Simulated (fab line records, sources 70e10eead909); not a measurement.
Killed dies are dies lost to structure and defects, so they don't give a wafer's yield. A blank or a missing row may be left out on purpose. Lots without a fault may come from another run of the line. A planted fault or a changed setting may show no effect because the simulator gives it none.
One fault seen from 2 desks | flow nand_harc | each desk has only its own numbers; what lay behind them comes last

THE METROLOGY DESK
What the gauges read, lot by lot, whatever tool the lot ran on: means of the sampled wafers that have a number. A lot is out of limits, marked OUT, if its mean lies more than 4 standard deviations from the usual mean; the brackets give that distance.
Columns: A = thk_nm at NHARC_A_ONON_D1_THK_MEAS_24, usual 1001 nm; B = thk_nm at NHARC_A_ONON_D1_THK_MEAS_34, usual 199.6 nm; C = cd_nm at NHARC_A_CHANNEL_HOLE_D1_CD_MEAS_10, usual 100.0 nm
lot  | first seen here | A    | B     | C
L975 | day 8 09:58     | 1008 | 196.7 | 99.8
L974 | day 8 09:58     | 986  | 194.4 | 100.1
L977 | day 9 12:52     | 997  | 196.6 | 99.8
L978 | day 9 12:52     | 985  | 199.4 | 100.0
L979 | day 10 13:34    | 992  | 199.7 | 99.6
L980 | day 10 21:16    | 1021 | 199.7 | 100.3
L982 | day 11 14:57    | 1005 | 196.2 | 100.4
L984 | day 12 13:26    | 1013 | 196.2 | 100.1
L989 | day 14 11:07    | 1008 | 191.4 | 100.0
L990 | day 15 00:35    | 993  | 192.6 | 99.7
L996 | day 17 13:08    | 1004 | 199.5 | 99.6
L997 | day 17 20:49    | 1001 | 196.9 | 100.2
This desk's finding: nothing out of limits on any of the 12 lots.

THE TOOL OWNER'S DESK: pecvd-04
The tool's own readings at NHARC_A_ONON_D1_DEP_33 (deposits SiO2, target thk 200 nm): means of the sampled wafers that have a number, for each lot that ran on this tool. A lot is out of limits, marked OUT, if its mean lies more than 4 standard deviations from the usual mean; the brackets give that distance.
Columns: A = heater_power_w at NHARC_A_ONON_D1_DEP_33, usual 577 W; B = rf_fwd_power_W at NHARC_A_ONON_D1_DEP_33, usual 898.2 W; C = showerhead_vpp_V at NHARC_A_ONON_D1_DEP_33, usual 1913 V; D = susceptor_temp_C at NHARC_A_ONON_D1_DEP_33, usual 400.01 C; E = throttle_valve_pct at NHARC_A_ONON_D1_DEP_33, usual 16.3 %
lot  | first seen here | A   | B               | C    | D      | E
L974 | day 8 11:16     | 496 | 896.1           | 1917 | 399.95 | 16.5
L977 | day 9 14:03     | 540 | 900.7           | 1891 | 400.05 | 16.6
L979 | day 10 14:45    | 539 | 897.9           | 1844 | 399.99 | 16.3
L989 | day 14 12:19    | 544 | 778.7 (-48) OUT | 1726 | 399.76 | 16.3
L990 | day 15 01:49    | 594 | 780.3 (-47) OUT | 1662 | 400.29 | 16.1
This desk's finding: out of limits on L989, L990; first on L989, day 14 12:19 (rf_fwd_power_W at NHARC_A_ONON_D1_DEP_33). In limits: L974, L977, L979.

PUT TOGETHER
The tool owner's desk could have raised an alarm at day 14 12:19, on L989, L990.
The metrology desk saw nothing out of limits.
The metrology desk has L989, L990 on record, within its limits.
Of the lots named, all ran NHARC_A_ONON_D1_DEP_33 on pecvd-04.

WHAT THE SIMULATOR HAD PUT IN
Process parameter drift: pecvd-04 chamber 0, from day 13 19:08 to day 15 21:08, at NHARC_A_ONON_D1_DEP_33. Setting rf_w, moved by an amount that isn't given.
Lots struck among those shown: L989, L990.
Hours from the fault's start to each desk's first reading out of limits: the tool owner's desk, 17.
